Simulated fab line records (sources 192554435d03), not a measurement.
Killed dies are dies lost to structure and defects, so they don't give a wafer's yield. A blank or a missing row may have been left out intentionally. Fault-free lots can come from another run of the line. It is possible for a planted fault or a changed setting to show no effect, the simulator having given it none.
Which tool was responsible? / flow n5Finfet / 8 lots, 20 wafers sampled, at 9 steps of a route of 1938

== WHAT THE GAUGES SHOWED, per wafer ==
N5_BEOL_M4_CD_MEAS_18: pitch 36 nm, target cd 18 nm. Usual: cdNm 18.1 nm, standard deviation 0.41.
lot=L385; measured=day 8 06:05; on=cdSem-02; cdNm (nm)=18.5 18.3; flag=
lot=L384; measured=day 8 10:02; on=cdSem-01; cdNm (nm)=18.8 18.1 18.1; flag=
lot=L393; measured=day 10 10:23; on=cdSem-02; cdNm (nm)=17.6 18.8; flag=
lot=L394; measured=day 10 22:52; on=cdSem-01; cdNm (nm)=18.1 18.0 18.0; flag=
lot=L395; measured=day 11 07:28; on=cdSem-03; cdNm (nm)=17.7 18.4; flag=
lot=L397; measured=day 11 11:37; on=cdSem-03; cdNm (nm)=18.2 17.4; flag=
lot=L399; measured=day 12 00:34; on=cdSem-01; cdNm (nm)=17.9 17.6 18.4; flag=
lot=L405; measured=day 14 11:23; on=cdSem-03; cdNm (nm)=18.2 17.8 18.0; flag=

N5_BEOL_M4_OCD_MEAS_38. Usual: trenchDepthNm 55.2 nm, standard deviation 1.4.
lot=L385; measured=day 8 08:55; on=ocd-01; trenchDepthNm (nm)=57.5 56.5; flag=
lot=L384; measured=day 8 13:24; on=ocd-02; trenchDepthNm (nm)=53.1 54.5 52.6; flag=
lot=L393; measured=day 10 17:37; on=ocd-02; trenchDepthNm (nm)=55.8 56.2; flag=
lot=L394; measured=day 11 01:42; on=ocd-02; trenchDepthNm (nm)=55.7 55.1 57.1; flag=
lot=L395; measured=day 11 09:34; on=ocd-02; trenchDepthNm (nm)=55.9 54.5; flag=
lot=L397; measured=day 11 16:10; on=ocd-02; trenchDepthNm (nm)=55.9 56.6; flag=
lot=L399; measured=day 12 13:49; on=ocd-01; trenchDepthNm (nm)=53.4 - 53.4; flag=
lot=L405; measured=day 14 13:46; on=ocd-02; trenchDepthNm (nm)=56.9 56.5 55.7; flag=

N5_BEOL_M4_CD_MEAS_35: target cd 18 nm, target cd y 22.4 nm. Usual: cdNm 18.1 nm, standard deviation 0.42.
lot=L385; measured=day 8 09:04; on=cdSem-02; cdNm (nm)=18.2 17.9; flag=
lot=L384; measured=day 8 13:33; on=cdSem-03; cdNm (nm)=18.6 18.3 17.9; flag=
lot=L393; measured=day 10 17:46; on=cdSem-02; cdNm (nm)=18.0 18.8; flag=
lot=L394; measured=day 11 01:51; on=cdSem-01; cdNm (nm)=17.9 18.2 17.7; flag=
lot=L395; measured=day 11 09:43; on=cdSem-02; cdNm (nm)=17.5 18.1; flag=
lot=L397; measured=day 11 16:19; on=cdSem-01; cdNm (nm)=18.2 17.5; flag=
lot=L399; measured=day 12 13:59; on=cdSem-02; cdNm (nm)=18.1 - 18.0; flag=
lot=L405; measured=day 14 13:55; on=cdSem-03; cdNm (nm)=18.0 18.1 17.8; flag=

N5_BEOL_M4_RC_MEAS_101. Usual: DIBL_N 37.4 mV/V, standard deviation 2.1; DIBL_P 37.8 mV/V, standard deviation 2.5; IOFF_N 0.19 nA/um, standard deviation 0.045; IOFF_P 0.24 nA/um, standard deviation 0.05; ION_N 682 uA/um, standard deviation 16; ION_P 467 uA/um, standard deviation 11; SS_N 71.9 mV/dec, standard deviation 0.67; SS_P 73.6 mV/dec, standard deviation 0.76; VT_N 247 mV, standard deviation 3.6; VT_P -248 mV, standard deviation 3.6.
lot=L385; measured=day 8 13:41; on=prober-01; DIBL_N (mV/V)=35.5 37.0; DIBL_P (mV/V)=36.7 36.9; IOFF_N (nA/um)=0.14 0.16; IOFF_P (nA/um)=0.21 0.22; ION_N (uA/um)=666 669; ION_P (uA/um)=463 458; SS_N (mV/dec)=71.5 71.8; SS_P (mV/dec)=73.2 73.8; VT_N (mV)=252 249; VT_P (mV)=-252 -249; flag=
lot=L384; measured=day 8 17:21; on=prober-02; DIBL_N (mV/V)=35.1 37.9 36.0; DIBL_P (mV/V)=34.3 36.8 33.6; IOFF_N (nA/um)=0.15 0.19 0.14; IOFF_P (nA/um)=0.19 0.22 0.18; ION_N (uA/um)=694 690 650; ION_P (uA/um)=475 465 447; SS_N (mV/dec)=71.3 72.0 72.1; SS_P (mV/dec)=72.7 73.8 73.1; VT_N (mV)=249 244 253; VT_P (mV)=-252 -249 -252; flag=
lot=L393; measured=day 10 21:37; on=prober-01; DIBL_N (mV/V)=39.5 35.7; DIBL_P (mV/V)=38.9 35.8; IOFF_N (nA/um)=0.24 0.16; IOFF_P (nA/um)=0.29 0.22; ION_N (uA/um)=695 697; ION_P (uA/um)=475 478; SS_N (mV/dec)=72.4 71.2; SS_P (mV/dec)=74.2 72.9; VT_N (mV)=243 247; VT_P (mV)=-245 -246; flag=
lot=L394; measured=day 11 05:55; on=prober-01; DIBL_N (mV/V)=41.3 40.2 39.6; DIBL_P (mV/V)=43.0 42.4 40.5; IOFF_N (nA/um)=0.24 0.24 0.23; IOFF_P (nA/um)=0.33 0.32 0.28; ION_N (uA/um)=676 695 713; ION_P (uA/um)=463 479 481; SS_N (mV/dec)=72.7 72.9 72.3; SS_P (mV/dec)=74.0 74.7 74.7; VT_N (mV)=245 245 245; VT_P (mV)=-246 -247 -246; flag=
lot=L395; measured=day 11 14:48; on=prober-02; DIBL_N (mV/V)=34.6 39.8; DIBL_P (mV/V)=33.4 42.2; IOFF_N (nA/um)=0.14 0.24; IOFF_P (nA/um)=0.15 0.29; ION_N (uA/um)=664 681; ION_P (uA/um)=440 457; SS_N (mV/dec)=71.1 71.7; SS_P (mV/dec)=73.0 74.8; VT_N (mV)=254 244; VT_P (mV)=-256 -248; flag=
lot=L397; measured=day 11 21:46; on=prober-01; DIBL_N (mV/V)=40.4 39.0; DIBL_P (mV/V)=40.0 38.3; IOFF_N (nA/um)=0.24 0.19; IOFF_P (nA/um)=0.29 0.26; ION_N (uA/um)=675 662; ION_P (uA/um)=460 456; SS_N (mV/dec)=72.8 73.4; SS_P (mV/dec)=74.3 74.4; VT_N (mV)=248 250; VT_P (mV)=-247 -251; flag=
lot=L399; measured=day 12 19:22; on=prober-01; DIBL_N (mV/V)=40.4 40.2; DIBL_P (mV/V)=43.3 42.0; IOFF_N (nA/um)=0.25 0.26; IOFF_P (nA/um)=0.38 0.35; ION_N (uA/um)=675 710; ION_P (uA/um)=465 484; SS_N (mV/dec)=72.9 71.9; SS_P (mV/dec)=75.2 74.2; VT_N (mV)=243 241; VT_P (mV)=-243 -239; flag=
lot=L405; measured=day 14 18:05; on=prober-02; DIBL_N (mV/V)=32.9 37.6 31.9; DIBL_P (mV/V)=33.6 38.6 32.6; IOFF_N (nA/um)=0.11 0.20 0.10; IOFF_P (nA/um)=0.19 0.29 0.18; ION_N (uA/um)=677 699 665; ION_P (uA/um)=477 483 468; SS_N (mV/dec)=70.8 72.1 71.5; SS_P (mV/dec)=72.6 74.1 72.6; VT_N (mV)=253 245 257; VT_P (mV)=-247 -245 -248; flag=

== EACH LOT AND THE TOOL THAT RAN IT (in order: tool; ch and the chambers of the sampled wafers; start) ==
lot=L385; N5_BEOL_M4_HM_DEP_02=pvdSputter-01, day 8 04:44; N5_BEOL_M4_ETCH_74=rieDiel-05 ch 0,3, day 8 05:37; N5_BEOL_M4_ALD_98=aldSin-04 ch 0,3, day 8 06:53; N5_BEOL_M4_ETCHBACK_99=rieDiel-05 ch 0,3, day 8 08:32; N5_BEOL_M4_VIA_ETCH_34=rieDiel-05 ch 0,3, day 8 08:41
lot=L384; N5_BEOL_M4_HM_DEP_02=pvdSputter-03, day 8 08:54; N5_BEOL_M4_ETCH_74=rieDiel-02 ch 1,2,3, day 8 09:35; N5_BEOL_M4_ALD_98=aldSin-04 ch 1,2, day 8 10:55; N5_BEOL_M4_ETCHBACK_99=rieDiel-02 ch 1,2, day 8 12:50; N5_BEOL_M4_VIA_ETCH_34=rieDiel-02 ch 1,2, day 8 13:03
lot=L393; N5_BEOL_M4_HM_DEP_02=pvdSputter-01, day 10 09:08; N5_BEOL_M4_ETCH_74=rieDiel-01 ch 1,3, day 10 09:59; N5_BEOL_M4_ALD_98=aldSin-02 ch 0,3, day 10 12:16; N5_BEOL_M4_ETCHBACK_99=rieDiel-05 ch 1,2, day 10 17:14; N5_BEOL_M4_VIA_ETCH_34=rieDiel-05 ch 1,2, day 10 17:22
lot=L394; N5_BEOL_M4_HM_DEP_02=pvdSputter-02, day 10 21:29; N5_BEOL_M4_ETCH_74=rieDiel-05 ch 0,1,3, day 10 22:27; N5_BEOL_M4_ALD_98=aldSin-02 ch 0,1,3, day 10 23:35; N5_BEOL_M4_ETCHBACK_99=rieDiel-05 ch 0,2,3, day 11 01:18; N5_BEOL_M4_VIA_ETCH_34=rieDiel-05 ch 0,2,3, day 11 01:26
lot=L395; N5_BEOL_M4_HM_DEP_02=pvdSputter-01, day 11 06:31; N5_BEOL_M4_ETCH_74=rieDiel-01 ch 1,3, day 11 07:04; N5_BEOL_M4_ALD_98=aldSin-01 ch 1,2, day 11 08:13; N5_BEOL_M4_ETCHBACK_99=rieDiel-02 ch 0,2, day 11 09:09; N5_BEOL_M4_VIA_ETCH_34=rieDiel-02 ch 0,2, day 11 09:17
lot=L397; N5_BEOL_M4_HM_DEP_02=pvdSputter-02, day 11 10:32; N5_BEOL_M4_ETCH_74=rieDiel-02 ch 0,1, day 11 11:13; N5_BEOL_M4_ALD_98=aldSin-01 ch 1,2, day 11 12:41; N5_BEOL_M4_ETCHBACK_99=rieDiel-05 ch 1, day 11 15:45; N5_BEOL_M4_VIA_ETCH_34=rieDiel-05 ch 1, day 11 15:54
lot=L399; N5_BEOL_M4_HM_DEP_02=pvdSputter-02, day 11 23:06; N5_BEOL_M4_ETCH_74=rieDiel-01 ch 0,1, day 12 00:09; N5_BEOL_M4_ALD_98=aldSin-04 ch 0,1,3, day 12 01:24; N5_BEOL_M4_ETCHBACK_99=rieDiel-02 ch 0,1, day 12 13:25; N5_BEOL_M4_VIA_ETCH_34=rieDiel-02 ch 0,1, day 12 13:34
lot=L405; N5_BEOL_M4_HM_DEP_02=pvdSputter-03, day 14 10:13; N5_BEOL_M4_ETCH_74=rieDiel-05 ch 0,1, day 14 10:46; N5_BEOL_M4_ALD_98=aldSin-04 ch 0,1,3, day 14 12:25; N5_BEOL_M4_ETCHBACK_99=rieDiel-05 ch 0,1, day 14 13:22; N5_BEOL_M4_VIA_ETCH_34=rieDiel-05 ch 0,1, day 14 13:31
- N5_BEOL_M4_HM_DEP_02: deposits TiN, target thk 20 nm.
- N5_BEOL_M4_ETCH_74: etches underlayer in N2/H2, target depth 6.5 nm, time 5.2 s.
- N5_BEOL_M4_ALD_98: deposits SiO2, target thk 2.5 nm, pulse time 1 s, co reactant pulse time 1 s.
- N5_BEOL_M4_ETCHBACK_99: etches SiO2 in CHF3, target depth 5 nm, time 10.4 s.
- N5_BEOL_M4_VIA_ETCH_34: etches the open film in C4F6/O2, target depth 69.4 nm, time 65.9 s.

== WHAT THE TOOLS THEMSELVES READ (means of the sampled wafers that have a number; where no wafer has one, the mark that the record gives instead) ==
N5_BEOL_M4_HM_DEP_02. Usual: throttleValvePct 29.7 %, standard deviation 0.89.
lot=L385; tool=pvdSputter-01; throttleValvePct (%)=29.6; flag=
lot=L384; tool=pvdSputter-03; throttleValvePct (%)=30.1; flag=
lot=L393; tool=pvdSputter-01; throttleValvePct (%)=29.5; flag=
lot=L394; tool=pvdSputter-02; throttleValvePct (%)=30.1; flag=
lot=L395; tool=pvdSputter-01; throttleValvePct (%)=29.2; flag=
lot=L397; tool=pvdSputter-02; throttleValvePct (%)=28.1; flag=
lot=L399; tool=pvdSputter-02; throttleValvePct (%)=30.2; flag=
lot=L405; tool=pvdSputter-03; throttleValvePct (%)=30.3; flag=

N5_BEOL_M4_ETCH_74. Usual: drypumpMotorCurrentA 5.5 A, standard deviation 0.43; etchRfOnTimeS 5.25 s, standard deviation 0.25; oesProductAu 0.69 a.u., standard deviation 0.061; rfVppV 525.5 V, standard deviation 2.5; showerheadPlenumPTorr 2.61 Torr, standard deviation 0.08; throttleValvePct 17.89 %, standard deviation 0.29.
lot=L385; tool=rieDiel-05; drypumpMotorCurrentA (A)=5.2; etchRfOnTimeS (s)=5.05; oesProductAu (a.u.)=0.74; rfVppV (V)=524.2; showerheadPlenumPTorr (Torr)=2.53; throttleValvePct (%)=18.04; flag=
lot=L384; tool=rieDiel-02; drypumpMotorCurrentA (A)=5.5; etchRfOnTimeS (s)=5.31; oesProductAu (a.u.)=0.67; rfVppV (V)=527.6; showerheadPlenumPTorr (Torr)=2.64; throttleValvePct (%)=17.81; flag=
lot=L393; tool=rieDiel-01; drypumpMotorCurrentA (A)=5.8; etchRfOnTimeS (s)=5.35; oesProductAu (a.u.)=0.67; rfVppV (V)=526.8; showerheadPlenumPTorr (Torr)=2.62; throttleValvePct (%)=18.21; flag=
lot=L394; tool=rieDiel-05; drypumpMotorCurrentA (A)=5.4; etchRfOnTimeS (s)=5.00; oesProductAu (a.u.)=0.69; rfVppV (V)=524.7; showerheadPlenumPTorr (Torr)=2.55; throttleValvePct (%)=17.83; flag=
lot=L395; tool=rieDiel-01; drypumpMotorCurrentA (A)=5.7; etchRfOnTimeS (s)=5.32; oesProductAu (a.u.)=0.67; rfVppV (V)=524.1; showerheadPlenumPTorr (Torr)=2.62; throttleValvePct (%)=18.23; flag=
lot=L397; tool=rieDiel-02; drypumpMotorCurrentA (A)=5.0; etchRfOnTimeS (s)=5.42; oesProductAu (a.u.)=0.63; rfVppV (V)=526.0; showerheadPlenumPTorr (Torr)=2.62; throttleValvePct (%)=17.95; flag=
lot=L399; tool=rieDiel-01; drypumpMotorCurrentA (A)=5.9; etchRfOnTimeS (s)=5.19; oesProductAu (a.u.)=0.77; rfVppV (V)=528.5; showerheadPlenumPTorr (Torr)=2.71; throttleValvePct (%)=17.88; flag=
lot=L405; tool=rieDiel-05; drypumpMotorCurrentA (A)=5.5; etchRfOnTimeS (s)=4.95; oesProductAu (a.u.)=0.69; rfVppV (V)=522.6; showerheadPlenumPTorr (Torr)=2.50; throttleValvePct (%)=17.77; flag=

N5_BEOL_M4_ALD_98. Usual: heaterPowerW 76 W, standard deviation 6.7; precursorPulseHeightRel 1.000, standard deviation 0.021.
lot=L385; tool=aldSin-04; heaterPowerW (W)=79; precursorPulseHeightRel=1.003; flag=
lot=L384; tool=aldSin-04; heaterPowerW (W)=76; precursorPulseHeightRel=1.007; flag=
lot=L393; tool=aldSin-02; heaterPowerW (W)=73; precursorPulseHeightRel=1.015; flag=
lot=L394; tool=aldSin-02; heaterPowerW (W)=73; precursorPulseHeightRel=0.978; flag=
lot=L395; tool=aldSin-01; heaterPowerW (W)=80; precursorPulseHeightRel=1.004; flag=
lot=L397; tool=aldSin-01; heaterPowerW (W)=79; precursorPulseHeightRel=0.994; flag=
lot=L399; tool=aldSin-04; heaterPowerW (W)=77; precursorPulseHeightRel=0.990; flag=
lot=L405; tool=aldSin-04; heaterPowerW (W)=77; precursorPulseHeightRel=0.984; flag=

N5_BEOL_M4_ETCHBACK_99. Usual: drypumpMotorCurrentA 5.5 A, standard deviation 0.42; oesProductAu 0.79 a.u., standard deviation 0.066; rfVppV 244 V, standard deviation 4.8; showerheadPlenumPTorr 2.19 Torr, standard deviation 0.077; throttleValvePct 17.07 %, standard deviation 0.25.
lot=L385; tool=rieDiel-05; drypumpMotorCurrentA (A)=5.2; oesProductAu (a.u.)=0.86; rfVppV (V)=242; showerheadPlenumPTorr (Torr)=2.13; throttleValvePct (%)=17.09; flag=
lot=L384; tool=rieDiel-02; drypumpMotorCurrentA (A)=5.5; oesProductAu (a.u.)=0.81; rfVppV (V)=241; showerheadPlenumPTorr (Torr)=2.29; throttleValvePct (%)=17.12; flag=
lot=L393; tool=rieDiel-05; drypumpMotorCurrentA (A)=5.4; oesProductAu (a.u.)=0.85; rfVppV (V)=246; showerheadPlenumPTorr (Torr)=2.22; throttleValvePct (%)=16.68; flag=
lot=L394; tool=rieDiel-05; drypumpMotorCurrentA (A)=5.2; oesProductAu (a.u.)=0.88; rfVppV (V)=243; showerheadPlenumPTorr (Torr)=2.15; throttleValvePct (%)=16.96; flag=
lot=L395; tool=rieDiel-02; drypumpMotorCurrentA (A)=5.6; oesProductAu (a.u.)=0.78; rfVppV (V)=242; showerheadPlenumPTorr (Torr)=2.21; throttleValvePct (%)=17.02; flag=
lot=L397; tool=rieDiel-05; drypumpMotorCurrentA (A)=5.6; oesProductAu (a.u.)=0.74; rfVppV (V)=250; showerheadPlenumPTorr (Torr)=2.24; throttleValvePct (%)=16.78; flag=
lot=L399; tool=rieDiel-02; drypumpMotorCurrentA (A)=5.0; oesProductAu (a.u.)=0.60; rfVppV (V)=244; showerheadPlenumPTorr (Torr)=2.22; throttleValvePct (%)=17.07; flag=
lot=L405; tool=rieDiel-05; drypumpMotorCurrentA (A)=5.5; oesProductAu (a.u.)=0.79; rfVppV (V)=242; showerheadPlenumPTorr (Torr)=2.13; throttleValvePct (%)=17.09; flag=

N5_BEOL_M4_VIA_ETCH_34. Usual: drypumpMotorCurrentA 5.5 A, standard deviation 0.42; oesProductAu 0.80 a.u., standard deviation 0.066; rfVppV 674 V, standard deviation 13; showerheadPlenumPTorr 2.89 Torr, standard deviation 0.098; throttleValvePct 30.8 %, standard deviation 0.35.
lot=L385; tool=rieDiel-05; drypumpMotorCurrentA (A)=5.2; oesProductAu (a.u.)=0.88; rfVppV (V)=670; showerheadPlenumPTorr (Torr)=2.82; throttleValvePct (%)=30.9; flag=
lot=L384; tool=rieDiel-02; drypumpMotorCurrentA (A)=5.4; oesProductAu (a.u.)=0.81; rfVppV (V)=664; showerheadPlenumPTorr (Torr)=3.02; throttleValvePct (%)=31.1; flag=
lot=L393; tool=rieDiel-05; drypumpMotorCurrentA (A)=5.3; oesProductAu (a.u.)=0.84; rfVppV (V)=681; showerheadPlenumPTorr (Torr)=2.92; throttleValvePct (%)=30.2; flag=
lot=L394; tool=rieDiel-05; drypumpMotorCurrentA (A)=5.2; oesProductAu (a.u.)=0.88; rfVppV (V)=669; showerheadPlenumPTorr (Torr)=2.83; throttleValvePct (%)=30.7; flag=
lot=L395; tool=rieDiel-02; drypumpMotorCurrentA (A)=5.7; oesProductAu (a.u.)=0.78; rfVppV (V)=672; showerheadPlenumPTorr (Torr)=2.91; throttleValvePct (%)=30.8; flag=
lot=L397; tool=rieDiel-05; drypumpMotorCurrentA (A)=5.6; oesProductAu (a.u.)=0.75; rfVppV (V)=693; showerheadPlenumPTorr (Torr)=2.96; throttleValvePct (%)=30.2; flag=
lot=L399; tool=rieDiel-02; drypumpMotorCurrentA (A)=5.0; oesProductAu (a.u.)=0.59; rfVppV (V)=675; showerheadPlenumPTorr (Torr)=2.93; throttleValvePct (%)=30.9; flag=OFF
lot=L405; tool=rieDiel-05; drypumpMotorCurrentA (A)=5.5; oesProductAu (a.u.)=0.79; rfVppV (V)=667; showerheadPlenumPTorr (Torr)=2.82; throttleValvePct (%)=30.8; flag=

== THE ANSWER, worked out from the rows above alone ==
Rule: a lot is off if the mean of its wafers that have a number lies more than 3 standard deviations from the usual mean. Also off: a lot with no number at a reading for which 4 or more lots have one. Where the step has rows for the other lots, those lots are counted as sound. The gauges are gone through in route order, then the tools' own readings, and for those a lot's mean is taken as printed above. At the first step where some lot is off, the reading lying furthest off is the one used; lots without a number count as furthest.
Off at N5_BEOL_M4_VIA_ETCH_34 (oesProductAu): L399.
If a tool, at that step or one of the process steps before it, ran each lot that is off and ran no sound lot following the first of them, it fits. Can't be told from this: 3 tools fit, pvdSputter-02 at N5_BEOL_M4_HM_DEP_02, rieDiel-01 at N5_BEOL_M4_ETCH_74, rieDiel-02 at N5_BEOL_M4_ETCHBACK_99 and N5_BEOL_M4_VIA_ETCH_34.

== WHAT WAS PUT IN BY THE SIMULATOR ==
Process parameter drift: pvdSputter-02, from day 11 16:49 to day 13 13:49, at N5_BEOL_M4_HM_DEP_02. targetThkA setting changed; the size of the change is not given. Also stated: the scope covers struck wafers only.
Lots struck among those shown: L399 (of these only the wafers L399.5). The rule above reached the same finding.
